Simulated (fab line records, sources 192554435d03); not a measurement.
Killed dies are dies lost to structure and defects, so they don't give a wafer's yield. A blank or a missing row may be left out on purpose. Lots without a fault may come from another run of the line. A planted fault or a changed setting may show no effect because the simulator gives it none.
A struck lot beside a sound one | flow n5_finfet | 39 steps out of a route of 1938
Sound: wafers L231.1, L231.5, L231.6. Struck: wafers L234.2, L234.6. (L234.4 of the same lot was not struck and is left out.) The cause comes at the end.
At each step with rows: each side's tool, then ch and its chambers, then its first start. Under that, the readings that differ: sound wafers | struck wafers | difference of the means | sigmas: that difference in standard deviations of wafers without a fault.
alike: readings whose means differ by less than 2 such deviations, and words and numbers that are the same on both sides. not compared: withheld readings, readings that some wafer has no value for, bounds like >300 that may hide the same value, and numbers for which the record gives no deviation and whose values overlap.
The two part at a step that has a row with sigmas, a row that says differs or no value, or rows on one side only. Numbers that don't overlap but have no deviation are shown without sigmas and don't part them. A reading that every wafer of one side lacks parts them only if that side has two wafers or more.

first, 10 steps without rows for these wafers: N5_BEOL_M3_STRIP_36 (strips in N2/H2); N5_BEOL_M3_TRENCH_ETCH_37 (etches SiOC in C4F6/O2, target depth 55.555 nm, time 29.2 s); N5_BEOL_M3_ETCH_41 (etches SiCN in CH3F/O2, target depth 29.9 nm, time 52.5 s); N5_BEOL_M3_STRIP_97 (strips in N2/H2, time 10 s); N5_BEOL_M3_HM_STRIP_39 (strips TiN in peroxide tin strip, target depth 25 nm, time 158 s); N5_BEOL_M3_SRD_40 (time 30 s); N5_BEOL_M3_PRECLEAN_42 (cleans in residue remover, time 60 s); N5_BEOL_M3_SRD_43 (time 30 s); N5_BEOL_M3_DEGAS_44 (time 60 s); N5_BEOL_M3_PRE_CLEAN_45 (time 30 s).
N5_BEOL_M3_ALD_84: deposits TaN, pulse time 2 s, purge time 3 s, co reactant purge time 2 s.
  sound on ald_metal-01 ch 1,2, day 8 14:05; struck on ald_metal-01 ch 3, day 9 09:11
  reading    | sound    | struck | difference | sigmas
  ald_cycles | 30 30 30 | 20 20  | -10        |
  alike: heater_power_w, precursor_vessel_temp_c
  not compared: model.TaN_of_BEOL_M3_ALD_84.thk_nm
then, 26 steps without rows for these wafers: N5_BEOL_M3_SURFACE_TREAT_85; N5_BEOL_M3_CVD_47 (deposits Co from CCTBA/H2, target thk 3 nm, time 223.8 s); N5_BEOL_M3_SPUTTER_48 (material Cu, target thk 4.5 nm, time 8.29 s); N5_BEOL_M3_ANNEAL_49 (time 240 s); N5_BEOL_M3_SPUTTER_79 (material Cu, target thk 4.5 nm, time 8.29 s); N5_BEOL_M3_ANNEAL_80 (time 240 s); N5_BEOL_M3_SPUTTER_81 (material Cu, target thk 4.5 nm, time 8.29 s); N5_BEOL_M3_ANNEAL_82 (time 240 s); N5_BEOL_M3_SPUTTER_86 (material Cu, target thk 4.5 nm, time 8.29 s); N5_BEOL_M3_ANNEAL_87 (time 240 s); N5_BEOL_M3_SPUTTER_88 (material Cu, target thk 4.5 nm, time 8.29 s); N5_BEOL_M3_ANNEAL_89 (time 240 s); N5_BEOL_M3_SPUTTER_90 (material Cu, target thk 4.5 nm, time 8.29 s); N5_BEOL_M3_ANNEAL_91 (time 240 s); N5_BEOL_M3_SPUTTER_92 (material Cu, target thk 4.5 nm, time 8.29 s); N5_BEOL_M3_ANNEAL_93 (time 240 s); N5_BEOL_M3_SPUTTER_94 (material Cu, target thk 4.5 nm, time 8.29 s); N5_BEOL_M3_ANNEAL_95 (time 240 s); N5_BEOL_M3_SPUTTER_96 (material Cu, target thk 4.5 nm, time 8.29 s); N5_BEOL_M3_ECD_50 (material Cu, target thk 300 nm); N5_BEOL_M3_ANNEAL_51 (time 90 s); N5_BEOL_M3_CMP_52 (polishes, stops on SiOC, t overpolish 6.8 s, target thk 40 nm); N5_BEOL_M3_PRE_CLEAN_60 (time 15 s); N5_BEOL_M3_CO_CAP_55 (material Co, precursor CCTBA/H2, target thk 2 nm, time 102.1 s); N5_BEOL_M3_PRE_CLEAN_56 (time 15 s); N5_BEOL_M3_DEP_57 (deposits SiCN from 3MS/NH3, target thk 8 nm, time 14 s).
N5_BEOL_M4_RC_MEAS_101:
  sound on prober-01 ch 0, day 9 03:14; struck on prober-01 ch 0, day 10 00:43
  reading                      | sound                   | struck           | difference | sigmas
  CHAIN_V2 (ohm/link)          | 225 220 212             | 178 177          | -42        | -5
  CHAIN_V2_max_site (ohm/link) | 235 228 221             | 184 181          | -46        | -5
  COMB_M3 (S/m)                | 4.4e-11 6.9e-11 4.1e-11 | 1.91e-10 2.2e-10 | +1.54e-10  | +15
  COMB_M3_max_site (S/m)       | 6.6e-11 8.2e-11 6.3e-11 | 2.3e-10 2.7e-10  | +1.8e-10   | +11
  alike: DIBL_N, DIBL_P, IOFF_N, IOFF_P, ION_N, ION_P, SS_N, SS_P, VT_N, VT_P
-- the record jumps here: 4 days lie between the struck wafers' starts before and after (it left off in module BEOL_M4 and takes up again in module PASSIVATION, whose first step shown is number 1936 of the route) --
N5_PASSIVATION_PROBE_49:
  sound on prober-02, day 12 16:10; struck on prober-01, day 13 15:46
  reading                  | sound          | struck    | difference | sigmas
  defect_limited_yield (%) | 91.5 93.2 92.0 | 79.1 81.0 | -12.2      | -9
  killed_at_M0_to_M3       | 43 18 30       | 149 146   | +117       | +12
  killed_dies              | 100 80 94      | 247 224   | +144       | +8
  killed_on_rim            | 13 7 11        | 29 28     | +18        | +5
  killed_open              | 62 47 69       | 100 85    | +33        | +3
  killed_short             | 37 32 25       | 46 52     | +18        | +2
  sort_bin_4_leakage (%)   | 0 0 0          | 8.47 7.29 | +7.88      |
  sort_bin_5_function (%)  | 5.3 4.2 4.7    | 7.4 7.6   | +2.8       | +3
  sort_bin_6_memory (%)    | 2.9 2.3 3.1    | 4.7 3.6   | +1.4       | +2
  sort_n_pass              | 1080 1100 1086 | 933 956   | -144       | -8
  sort_yield_pct (%)       | 91.5 93.2 92.0 | 79.1 81.0 | -12.2      | -9
  alike: killed_at_M4_up, killed_at_contacts, killed_at_front_end, killed_at_other
  not compared: sort_bin_8_speed

WHERE THEY PART
First at N5_BEOL_M4_RC_MEAS_101; last, within this record, at N5_PASSIVATION_PROBE_49.

WHY: what the simulator had put in
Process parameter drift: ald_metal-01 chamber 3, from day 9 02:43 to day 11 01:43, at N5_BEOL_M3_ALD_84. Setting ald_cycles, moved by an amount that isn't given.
